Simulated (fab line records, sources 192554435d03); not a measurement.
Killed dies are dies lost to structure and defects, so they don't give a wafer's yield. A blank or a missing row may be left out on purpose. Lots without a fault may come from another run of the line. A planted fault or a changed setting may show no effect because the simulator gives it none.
fab line records | flow n5_finfet
record lots=7 wafers=21
route steps=1938 shown BEOL_M2@881 BEOL_M4@1047 BEOL_M5@1116
start_h: hours from the record's first day to the start of the lot's first wafer shown | wait_h: hours since the lot's step before | " the same as in the row above | L1.1+2: a row that stands for several wafers | - no value, or no start given | * or withheld: withheld | < > ~ a bound
route shown NAME@n: a module of which the file shows steps, and the number in the route of the first | usual: mean/standard deviation of fault-free wafers | same: alike in all rows | chamber/n: place in a boat | sites: the reading at each site | _std_site: their standard deviation | _edge_site: outer sites' mean less inner sites' | radius_mm: how far each site lies from the wafer's centre | mask NAME#n: copy n | behind: the tool/chamber that last shaped the wafer | hold: why the lot was held/for how many hours/how that ended | device: the transistor (n, p or np) that didn't switch | end of line: the same wafers' tests at the end of the route | a step without rows: its recipe alone | killed: dies lost to structure and defects at the first sort, not the wafer's yield | map: a wafer's dies, x killed, . not, _ none there
set.NAME: the setting as run; set.NAME@STEP: as run at that earlier step | model.NAME: the simulator's own value behind a step, which no gauge read
lots whose settings were changed on purpose; a table a step, a row a wafer
## steps
# step N5_BEOL_M2_ETCH_69
# recipe chemistry=CF4 target=SiARC target_depth_a=156 mask_material=CAR-EUV time_s=26 ion_energy_ev=80 pressure_mtorr=40 source_w=545 bias_w=36 Ar_flow_sccm=100 cf4_flow_sccm=100 ends=cleared
# usual rf_vpp_V=183.7/1.1
# columns lot.wafer tool chamber start_h wait_h set.bias_w rf_vpp_V
L080.1 rie_diel-06 2 178.08 0.0 36 185.0
L080.4 " 0 " " 36 182.7
L080.5 " 3 " " 36 184.1
L083.1 rie_diel-01 0 194.09 0.0 36 184.4
L083.4 " 1 " " 30.85 165.1
L083.5 " 3 " " 30.85 165.5
L085.3 rie_diel-06 2 201.88 0.0 33.64 175.3
L085.5 " 1 " " 36 182.9
L085.6 " 0 " " 33.64 175.1
L087.1 rie_diel-06 3 226.65 0.0 36 184.2
L087.2 " 0 " " 36 182.7
L087.6 " 3 " " 36 182.8
L088.1 rie_diel-01 1 239.15 0.0 36 183.3
L088.2 " 3 " " 31.53 167.6
L088.6 " 1 " " 36 182.6
L095.1 rie_diel-03 0 260.98 0.0 36 182.9
L095.3 " 2 " " 36 185.9
L095.4 " 3 " " 36 184.0
L096.3 rie_diel-03 2 270.25 0.0 34.31 179.3
L096.5 " 2 " " 36 186.6
L096.6 " 3 " " 34.31 177.0
# step N5_BEOL_M2_TRENCH_ETCH_37
# recipe chemistry=C4F6/O2 target_depth_a=555.55 target=SiOC time_s=29.2 ion_energy_ev=250 pressure_mtorr=30 source_w=355 bias_w=185 Ar_flow_sccm=300 C4F6_flow_sccm=10 O2_flow_sccm=10
# usual rf_vpp_V=664/12
# columns lot.wafer tool chamber start_h wait_h set.bias_w rf_vpp_V model.etch.depth_nm model.BEOL_M2.feature_depth_nm
L080.1 rie_diel-03 1 - - 185 671 56.76 56.8
L080.4 " 1 " " 185 669 56.74 56.8
L080.5 " 3 " " 185 640 54.83 54.8
L083.1 rie_diel-06 2 - - 185 689 56.63 56.6
L083.4 " 0 " " 185 659 55.57 55.6
L083.5 " 1 " " 162.9 609 53.79 53.8
L085.3 rie_diel-01 2 - - 185 666 54.62 54.6
L085.5 " 2 " " 208.7 733 56.66 56.6
L085.6 " 3 " " 185 657 55.66 55.6
L087.1 rie_diel-06 3 - - 185 663 54.1 54
L087.2 " 1 " " 216.4 764 59.5 59.6
L087.6 " 1 " " 216.4 763 59.44 59.4
L088.1 rie_diel-06 2 - - 185 687 57.03 57
L088.2 " 1 " " 171 634 54.35 54.4
L088.6 " 3 " " 171 623 52.36 52.4
L095.1 rie_diel-01 0 - - 197.2 703 58.72 58.8
L095.3 " 3 " " 197.2 693 57.28 57.2
L095.4 " 2 " " 185 664 54.65 54.6
L096.3 rie_diel-01 1 - - 213.2 724 58.19 58.2
L096.5 " 3 " " 213.2 736 58.46 58.4
L096.6 " 2 " " 185 665 54.24 54.2
# step N5_BEOL_M2_SPUTTER_94
# recipe material=Cu target_thk_a=45 temp_c=-20 chamber_pressure_pa=0.07 power_w=withheld time_s=8.29
# columns lot.wafer tool chamber start_h wait_h set.time_s model.Cu_of_BEOL_M2_SPUTTER_94.thk_nm
L080.1 pvd_sputter-01 - 182.42 0.1 8.29 4.6
L080.4+5 " - " " 8.29 4.4
L083.1 pvd_sputter-03 - 202.95 0.1 8.29 4.6
L083.4+5 " - " " 7.301 -
L085.3+5 pvd_sputter-01 - 208.99 0.1 8.64 4.6
L085.6 " - " " 8.29 4.4
L087.1+2 pvd_sputter-02 - 244.26 0.1 8.29 4.4
L087.6 " - " " 7.517 -
L088.1 pvd_sputter-01 - 244.65 0.1 9.131 -
L088.2 " - " " 8.29 4.4
L088.6 " - " " 9.131 4.8
L095.1+4 pvd_sputter-03 - 277.70 0.1 8.29 4.4
L095.3 " - " " 8.29 4.6
L096.3 pvd_sputter-03 - 282.22 0.1 7.087 4
L096.5 " - " " 8.29 4.6
L096.6 " - " " 8.29 4.8
# step N5_BEOL_M4_COAT_67
# recipe resist=SOC temp_c=250 time_s=60 spin_rpm=1500 resist_thk_nm=60
# columns lot.wafer tool chamber start_h wait_h set.spin_rpm model.SOC_of_BEOL_M4_COAT_67.thk_nm
L080.1+5 litho_track-01 0 197.02 0.0 1500 60
L080.4 " 0 " " 1500 59.8
L083.1+4 litho_track-04 0 238.46 0.0 1630 57.6
L083.5 " 0 " " 1500 60
L085.3+6 litho_track-02 0 242.21 0.0 1500 60.2
L085.5 " 0 " " 1500 60
L087.1 litho_track-02 0 258.68 0.0 1500 60.2
L087.2 " 0 " " 1351 63.2
L087.6 " 0 " " 1500 59.8
L088.1 litho_track-02 0 258.98 0.0 1376 62.8
L088.2 " 0 " " 1376 62.6
L088.6 " 0 " " 1500 60
L095.1+3 litho_track-04 0 300.65 0.0 1500 60
L095.4 " 0 " " 1500 59.8
L096.3 litho_track-04 0 305.15 0.0 1430 61.2
L096.5 " 0 " " 1500 60
L096.6 " 0 " " 1500 59.8
# step N5_BEOL_M4_EXPOSE_25
# recipe mask_id=V3 na=0.33 source_shape=quasar sigma_inner=0.2 sigma_outer=0.8 polarization=unpolarized defocus_nm=5 dose_mj=63
# columns lot.wafer tool chamber start_h wait_h mask set.dose_mj
L080.1+4+5 euv_scanner-02 0 197.41 - V3#0 63
L083.1+5 euv_scanner-01 0 238.73 - V3#0 61.47
L083.4 " 0 " " V3#0 63
L085.3 euv_scanner-01 0 242.49 - V3#0 59.87
L085.5+6 " 0 " " V3#0 63
L087.1+2 euv_scanner-02 0 258.94 - V3#0 59.01
L087.6 " 0 " " V3#0 63
L088.1+6 euv_scanner-01 0 259.24 - V3#0 65.69
L088.2 " 0 " " V3#0 63
L095.1+3 euv_scanner-02 0 300.79 - V3#0 66.31
L095.4 " 0 " " V3#0 63
L096.3 euv_scanner-01 0 305.43 - V3#0 63
L096.5+6 " 0 " " V3#0 59.34
# step N5_BEOL_M4_PEB_26
# recipe peb_temp_c=100 peb_time_s=60 resist=CAR-EUV
# step N5_BEOL_M4_DEVELOP_27
# recipe develop_time_s=30 developer=TMAH resist=CAR-EUV rinse_liquid=surfactant_rinse dry=air_spin dev_temp_c=23
# step N5_BEOL_M4_CD_MEAS_28
# recipe target_cd_nm=26.2 landing_energy_ev=500 detector=se_inlens target_cd_y_nm=24.1 polarity=opening
# usual cd_nm=26.20/0.25
# columns lot.wafer tool chamber start_h wait_h set.dose_mj@BEOL_M4_EXPOSE_25 cd_nm
L080.1 cd_sem-01 0 197.56 - 63 25.63
L080.4 " 0 " " 63 26.26
L080.5 " 0 " " 63 26.08
L083.1 cd_sem-03 0 238.87 - 61.47 25.92
L083.4 " 0 " " 63 26.44
L083.5 " 0 " " 61.47 26.04
L085.3 cd_sem-01 0 242.62 - 59.87 25.26
L085.5 " 0 " " 63 26.48
L085.6 " 0 " " 63 25.96
L087.1 cd_sem-01 0 259.08 - 59.01 24.88
L087.2 " 0 " " 59.01 24.93
L087.6 " 0 " " 63 26.09
L088.1 cd_sem-03 0 259.38 - 65.69 26.74
L088.2 " 0 " " 63 26.14
L088.6 " 0 " " 65.69 27.10
L095.1 cd_sem-03 0 300.93 - 66.31 27.29
L095.3 " 0 " " 66.31 26.96
L095.4 " 0 " " 63 26.29
L096.3 cd_sem-01 0 305.56 - 63 27.02
L096.5 " 0 " " 59.34 25.33
L096.6 " 0 " " 59.34 25.28
# step N5_BEOL_M4_ALD_98
# recipe material=SiO2 target_thk_a=25 temp_c=100 ald_precursor_family=BDEAS ald_co_reactant=O2-plasma pulse_time_s=1 co_reactant_pulse_time_s=1 purge_time_s=2 co_reactant_purge_time_s=2 ald_cycles=17 pressure_torr=2
# step N5_BEOL_M4_ETCHBACK_99
# recipe chemistry=CHF3 target=SiO2 target_depth_a=50 time_s=10.4 source_w=215 bias_w=47 Ar_flow_sccm=200 CHF3_flow_sccm=12 ion_energy_ev=100 pressure_mtorr=30
# step N5_BEOL_M4_ETCH_70
# recipe chemistry=N2/H2 target=SOC target_depth_a=800 overetch_a=240 mask_material=SiARC temp_c=40 time_s=130 ion_energy_ev=200 pressure_mtorr=30 source_w=840 bias_w=150 n2_flow_sccm=200 h2_flow_sccm=200
# columns lot.wafer tool chamber start_h wait_h set.spin_rpm@BEOL_M4_COAT_67 model.etch.depth_nm
L080.1 rie_diel-03 0 205.65 0.0 1500 60.05
L080.4 " 1 " " 1500 59.87
L080.5 " 0 " " 1500 60.08
L083.1 rie_diel-06 0 242.31 0.0 1630 57.53
L083.4 " 2 " " 1630 57.57
L083.5 " 1 " " 1500 59.97
L085.3 rie_diel-01 1 244.39 0.0 1500 60.17
L085.5 " 3 " " 1500 60.07
L085.6 " 2 " " 1500 60.2
L087.1 rie_diel-06 1 270.71 0.0 1500 60.11
L087.2 " 2 " " 1351 63.28
L087.6 " 1 " " 1500 59.89
L088.1 rie_diel-03 3 271.29 0.0 1376 62.82
L088.2 " 1 " " 1376 62.6
L088.6 " 2 " " 1500 59.96
L095.1 rie_diel-01 2 303.81 0.0 1500 60
L095.3 " 1 " " 1500 59.93
L095.4 " 3 " " 1500 59.88
L096.3 rie_diel-06 1 317.16 0.0 1430 61.21
L096.5 " 3 " " 1500 60.03
L096.6 " 0 " " 1500 59.87
# step N5_BEOL_M5_HM_DEP_02
# recipe material=TiN target_thk_a=200 temp_c=25 chamber_pressure_pa=0.49996
# columns lot.wafer tool chamber start_h wait_h set.target_thk_a model.TiN_of_BEOL_M5_HM_DEP_02.thk_nm
L080.1+5 pvd_sputter-01 - 216.47 2.7 200 19.6
L080.4 " - " " 200 19.8
L083.1+4 pvd_sputter-02 - 250.36 0.8 177.9 18
L083.5 " - " " 200 20
L085.3+6 pvd_sputter-02 - 253.19 1.6 188.4 19
L085.5 " - " " 200 20.4
L087.1+6 pvd_sputter-02 - 278.87 1.8 200 19.8
L087.2 " - " " 200 19.4
L088.1 pvd_sputter-02 - 279.23 0.7 178.3 17.4
L088.2 " - " " 200 20
L088.6 " - " " 178.3 17.8
L095.1 pvd_sputter-02 - 310.72 0.3 200 20.2
L095.3 " - " " 200 20.6
L095.4 " - " " 200 20.4
L096.3 pvd_sputter-02 - 326.05 2.0 220.8 22
L096.5 " - " " 220.8 22.2
L096.6 " - " " 200 20
# step N5_BEOL_M5_COAT_60
# recipe resist=SiARC temp_c=220 time_s=60 spin_rpm=1500 resist_thk_nm=12
# columns lot.wafer tool chamber start_h wait_h set.time_s
L080.1+4+5 litho_track-05 0 - - 60
L083.1+5 litho_track-05 0 - - 60
L083.4 " 0 " " 66.99
L085.3 litho_track-01 0 - - 60
L085.5+6 " 0 " " 67.35
L087.1+2+6 litho_track-01 0 - - 60
L088.1+2+6 litho_track-01 0 - - 60
L095.1+4 litho_track-05 0 - - 60
L095.3 " 0 " " 69.73
L096.3+6 litho_track-01 0 - - 65.62
L096.5 " 0 " " 60
# step N5_BEOL_M5_COAT_71
# recipe resist=underlayer temp_c=205 time_s=60 spin_rpm=1500 resist_thk_nm=5
# step N5_BEOL_M5_COAT_05
# recipe resist=CAR-EUV spin_rpm=1500 resist_thk_nm=30
# step N5_BEOL_M5_STRIP_73
# recipe chemistry=N2/H2 temp_c=40 n2_flow_sccm=200 h2_flow_sccm=200 rf_frequency_hz=6e+07
# step N5_BEOL_M5_STRIP_64
# recipe chemistry=CF4 resist=SiARC power_w=300 bias_power_w=75 pressure_mtorr=50 cf4_flow_sccm=150 rf_frequency_hz=6e+07
# step N5_BEOL_M5_HM_OPEN_17
# recipe chemistry=Cl2/BCl3 target_depth_a=200 overetch_a=60 target=TiN mask_material=SOC ion_energy_ev=150 pressure_mtorr=10 icp_w=1000 bias_w=126 Cl2_flow_sccm=53.25 bcl3_flow_sccm=21.75 Ar_flow_sccm=25
# columns lot.wafer tool chamber start_h wait_h set.target_thk_a@BEOL_M5_HM_DEP_02 model.etch.depth_nm
L080.1 rie_metal-02 0 217.35 0.0 200 19.64
L080.4 " 0 " " 200 19.77
L080.5 " 1 " " 200 19.66
L083.1 rie_metal-01 1 251.12 0.0 177.9 18.05
L083.4 " 1 " " 177.9 18
L083.5 " 1 " " 200 20.07
L085.3 rie_metal-02 1 253.98 0.1 188.4 18.93
L085.5 " 0 " " 200 20.43
L085.6 " 1 " " 188.4 19.06
L087.1+6 rie_metal-02 0 280.02 0.0 200 19.89
L087.2 " 1 " " 200 19.5
L088.1 rie_metal-01 1 280.24 0.0 178.3 17.4
L088.2 " 0 " " 200 19.9
L088.6 " 1 " " 178.3 17.79
L095.1 rie_metal-02 1 311.58 0.0 200 20.23
L095.3 " 1 " " 200 20.51
L095.4 " 0 " " 200 20.4
L096.3 rie_metal-01 0 327.41 0.1 220.8 22.1
L096.5 " 0 " " 220.8 22.19
L096.6 " 1 " " 200 20.06
# step N5_BEOL_M5_COAT_22
# recipe resist=CAR-EUV spin_rpm=1500 resist_thk_nm=30
# columns lot.wafer tool chamber start_h wait_h set.spin_rpm model.CAR-EUV_of_BEOL_M5_COAT_22.thk_nm
L080.1+5 litho_track-05 0 - - 1500 30
L080.4 " 0 " " 1500 30.2
L083.1+5 litho_track-03 0 - - 1500 30
L083.4 " 0 " " 1500 30.2
L085.3 litho_track-01 0 - - 1500 29.8
L085.5 " 0 " " 1659 28.6
L085.6 " 0 " " 1500 30
L087.1 litho_track-01 0 - - 1660 28.8
L087.2+6 " 0 " " 1500 30.2
L088.1 litho_track-05 0 - - 1500 30
L088.2 " 0 " " 1500 30.2
L088.6 " 0 " " 1572 29.4
L095.1+4 litho_track-01 0 - - 1500 30
L095.3 " 0 " " 1357 31.6
L096.3+5 litho_track-03 0 - - 1500 30.2
L096.6 " 0 " " 1500 30
# step N5_BEOL_M5_EXPOSE_25
# recipe mask_id=V4 na=0.33 source_shape=quasar sigma_inner=0.2 sigma_outer=0.6 polarization=unpolarized defocus_nm=10 dose_mj=52.75
# columns lot.wafer tool chamber start_h wait_h mask set.dose_mj
L080.1+4+5 euv_scanner-01 0 223.53 - V4#0 52.75
L083.1 euv_scanner-01 0 252.14 - V4#0 52.75
L083.4+5 " 0 " " V4#0 50.57
L085.3+6 euv_scanner-01 0 257.64 - V4#0 55.13
L085.5 " 0 " " V4#0 52.75
L087.1+6 euv_scanner-01 0 281.65 - V4#0 52.75
L087.2 " 0 " " V4#0 54.85
L088.1+2+6 euv_scanner-01 0 281.70 - V4#0 52.75
L095.1+3 euv_scanner-02 0 312.24 - V4#0 50.67
L095.4 " 0 " " V4#0 52.75
L096.3+6 euv_scanner-02 0 328.13 - V4#0 52.75
L096.5 " 0 " " V4#0 54.77
# step N5_BEOL_M5_PEB_26
# recipe peb_temp_c=100 peb_time_s=60 resist=CAR-EUV
# step N5_BEOL_M5_DEVELOP_27
# recipe develop_time_s=30 developer=TMAH resist=CAR-EUV rinse_liquid=surfactant_rinse dry=air_spin dev_temp_c=23
# columns lot.wafer tool chamber start_h wait_h set.spin_rpm@BEOL_M5_COAT_22 model.CAR-EUV_of_BEOL_M5_COAT_22.thk_nm
L080.1+5 litho_track-05 0 - - 1500 29.6
L080.4 " 0 " " 1500 29.8
L083.1+4+5 litho_track-05 0 - - 1500 29.6
L085.3 litho_track-05 0 - - 1500 29.4
L085.5 " 0 " " 1659 28
L085.6 " 0 " " 1500 29.6
L087.1 litho_track-01 0 - - 1660 28.2
L087.2+6 " 0 " " 1500 29.8
L088.1+2 litho_track-05 0 - - 1500 29.6
L088.6 " 0 " " 1572 28.8
L095.1+4 litho_track-05 0 - - 1500 29.6
L095.3 " 0 " " 1357 31
L096.3+5+6 litho_track-01 0 - - 1500 29.6
# step N5_BEOL_M5_DESCUM_33
# recipe chemistry=O2 time_s=7 source_power_w=50 bias_power_w=20 pressure_mtorr=20 rf_frequency_hz=2.712e+07 temp_c=40 resist=CAR-EUV o2_flow_sccm=225
# step N5_BEOL_M5_ETCH_75
# recipe chemistry=N2/H2 target=underlayer target_depth_a=65 mask_material=CAR-EUV time_s=5.2 ion_energy_ev=200 pressure_mtorr=30 source_w=840 bias_w=150 n2_flow_sccm=200 h2_flow_sccm=200 ends=cleared
# columns lot.wafer tool chamber start_h wait_h set.dose_mj@BEOL_M5_EXPOSE_25 model.BEOL_M5.cd_nm
L080.1 rie_diel-04 3 223.83 0.0 52.75 28
L080.4 " 2 " " 52.75 28.2
L080.5 " 0 " " 52.75 27.6
L083.1 rie_diel-04 1 252.44 0.0 52.75 27.4
L083.4+5 " 2,0 " " 50.57 26.2
L085.3 rie_diel-04 1 257.92 0.0 55.13 28.4
L085.5 " 1 " " 52.75 27.6
L085.6 " 2 " " 55.13 29.2
L087.1+6 rie_diel-04 2 282.11 0.0 52.75 28
L087.2 " 0 " " 54.85 29
L088.1+6 rie_diel-05 3,1 282.20 0.0 52.75 28
L088.2 " 2 " " 52.75 28.2
L095.1 rie_diel-05 1 312.53 0.0 50.67 27.4
L095.3 " 3 " " 50.67 27
L095.4 " 2 " " 52.75 27.8
L096.3 rie_diel-04 2 328.73 0.0 52.75 28.2
L096.5 " 1 " " 54.77 28.8
L096.6 " 2 " " 52.75 28.6
# step N5_BEOL_M5_ETCH_67
# recipe chemistry=CF4 target=SiARC target_depth_a=156 mask_material=CAR-EUV time_s=26 ion_energy_ev=80 pressure_mtorr=40 source_w=545 bias_w=36 Ar_flow_sccm=100 cf4_flow_sccm=100 ends=cleared
# columns lot.wafer tool chamber start_h wait_h set.dose_mj@BEOL_M5_EXPOSE_25 model.BEOL_M5.cd_nm
L080.1 rie_diel-04 3 223.84 0.0 52.75 27.8
L080.4 " 2 " " 52.75 28
L080.5 " 0 " " 52.75 27.6
L083.1 rie_diel-04 1 252.45 0.0 52.75 27.4
L083.4+5 " 2,0 " " 50.57 26
L085.3 rie_diel-04 1 257.94 0.0 55.13 28.6
L085.5 " 1 " " 52.75 27.6
L085.6 " 2 " " 55.13 29.2
L087.1+6 rie_diel-04 2 282.13 0.0 52.75 28
L087.2 " 0 " " 54.85 29.2
L088.1 rie_diel-05 3 282.21 0.0 52.75 28
L088.2+6 " 2,1 " " 52.75 28.2
L095.1 rie_diel-05 1 312.55 0.0 50.67 27.4
L095.3 " 3 " " 50.67 27
L095.4 " 2 " " 52.75 27.8
L096.3 rie_diel-04 2 328.75 0.0 52.75 28.2
L096.5 " 1 " " 54.77 28.8
L096.6 " 2 " " 52.75 28.4
# step N5_BEOL_M5_ETCH_68
# recipe chemistry=N2/H2 target=SOC target_depth_a=800 overetch_a=160 mask_material=SiARC temp_c=40 time_s=120 ion_energy_ev=200 pressure_mtorr=30 source_w=840 bias_w=150 n2_flow_sccm=200 h2_flow_sccm=200
# step N5_BEOL_M5_STRIP_69
# recipe chemistry=N2/H2 temp_c=40 n2_flow_sccm=200 h2_flow_sccm=200 rf_frequency_hz=6e+07
# step N5_BEOL_M5_STRIP_85
# recipe chemistry=C4F6/O2 resist=SiARC rf_frequency_hz=6e+07
# step N5_BEOL_M5_STRIP_36
# recipe chemistry=N2/H2 power_w=450 temp_c=40 pressure_mtorr=20 rf_frequency_hz=6e+07 overash_fraction=0.3 bias_power_w=7 h2_frac=0.5 n2_flow_sccm=200 h2_flow_sccm=200
# step N5_BEOL_M5_TRENCH_ETCH_37
# recipe chemistry=C4F6/O2 target_depth_a=716.52 target=SiCOH_lowk time_s=24.7 ion_energy_ev=250 pressure_mtorr=30 source_w=345 bias_w=185 Ar_flow_sccm=300 C4F6_flow_sccm=10 O2_flow_sccm=10
# columns lot.wafer tool chamber start_h wait_h set.target_thk_a@BEOL_M5_HM_DEP_02 model.TiN_of_BEOL_M5_HM_DEP_02.thk_nm
L080.1 rie_diel-04 3 - - 200 17.4
L080.4+5 " 2,0 " " 200 17.6
L083.1 rie_diel-04 1 - - 177.9 16
L083.4 " 2 " " 177.9 15.8
L083.5 " 0 " " 200 18
L085.3 rie_diel-04 1 - - 188.4 16.8
L085.5 " 1 " " 200 18.4
L085.6 " 2 " " 188.4 17
L087.1+6 rie_diel-04 2 - - 200 17.8
L087.2 " 0 " " 200 17.4
L088.1 rie_diel-05 3 - - 178.3 15.2
L088.2 " 2 " " 200 17.8
L088.6 " 1 " " 178.3 15.6
L095.1 rie_diel-05 1 - - 200 18.2
L095.3+4 " 3,2 " " 200 18.4
L096.3 rie_diel-04 2 - - 220.8 20
L096.5 " 1 " " 220.8 20.2
L096.6 " 2 " " 200 18
## key
split step=N5_BEOL_M2_ETCH_69 setting=bias_w stated=36 by=wafer
response step=N5_BEOL_M2_ETCH_69 reading=rf_vpp_V change=+1.3 per=1% r=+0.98
split step=N5_BEOL_M2_TRENCH_ETCH_37 setting=bias_w stated=185 by=wafer
response step=N5_BEOL_M2_TRENCH_ETCH_37 reading=rf_vpp_V change=+5.45 per=1% r=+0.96
response step=N5_BEOL_M2_TRENCH_ETCH_37 reading=model.etch.depth_nm change=+0.27 per=1% r=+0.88
response step=N5_BEOL_M2_TRENCH_ETCH_37 reading=model.BEOL_M2.feature_depth_nm change=+0.272 per=1% r=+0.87
split step=N5_BEOL_M2_SPUTTER_94 setting=time_s stated=8.29 by=wafer
response step=N5_BEOL_M2_SPUTTER_94 reading=model.Cu_of_BEOL_M2_SPUTTER_94.thk_nm change=+0.046 per=1% r=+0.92
split step=N5_BEOL_M4_COAT_67 setting=spin_rpm stated=1500 by=wafer
response step=N5_BEOL_M4_COAT_67 reading=model.SOC_of_BEOL_M4_COAT_67.thk_nm change=-0.307 per=1% r=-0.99
response step=N5_BEOL_M4_ETCH_70 reading=model.etch.depth_nm change=-0.312 per=1% r=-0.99
split step=N5_BEOL_M4_EXPOSE_25 setting=dose_mj stated=63 by=wafer
response step=N5_BEOL_M4_CD_MEAS_28 reading=cd_nm change=+0.206 per=1% r=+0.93
split step=N5_BEOL_M5_HM_DEP_02 setting=target_thk_a stated=200 by=wafer
response step=N5_BEOL_M5_HM_DEP_02 reading=model.TiN_of_BEOL_M5_HM_DEP_02.thk_nm change=+0.205 per=1% r=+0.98
response step=N5_BEOL_M5_HM_OPEN_17 reading=model.etch.depth_nm change=+0.203 per=1% r=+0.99
response step=N5_BEOL_M5_TRENCH_ETCH_37 reading=model.TiN_of_BEOL_M5_HM_DEP_02.thk_nm change=+0.209 per=1% r=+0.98
split step=N5_BEOL_M5_COAT_60 setting=time_s stated=60 by=wafer
response none clear
split step=N5_BEOL_M5_COAT_22 setting=spin_rpm stated=1500 by=wafer
response step=N5_BEOL_M5_COAT_22 reading=model.CAR-EUV_of_BEOL_M5_COAT_22.thk_nm change=-0.139 per=1% r=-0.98
response step=N5_BEOL_M5_DEVELOP_27 reading=model.CAR-EUV_of_BEOL_M5_COAT_22.thk_nm change=-0.147 per=1% r=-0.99
split step=N5_BEOL_M5_EXPOSE_25 setting=dose_mj stated=52.75 by=wafer
response step=N5_BEOL_M5_ETCH_75 reading=model.BEOL_M5.cd_nm change=+0.219 per=1% r=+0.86
response step=N5_BEOL_M5_ETCH_67 reading=model.BEOL_M5.cd_nm change=+0.248 per=1% r=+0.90
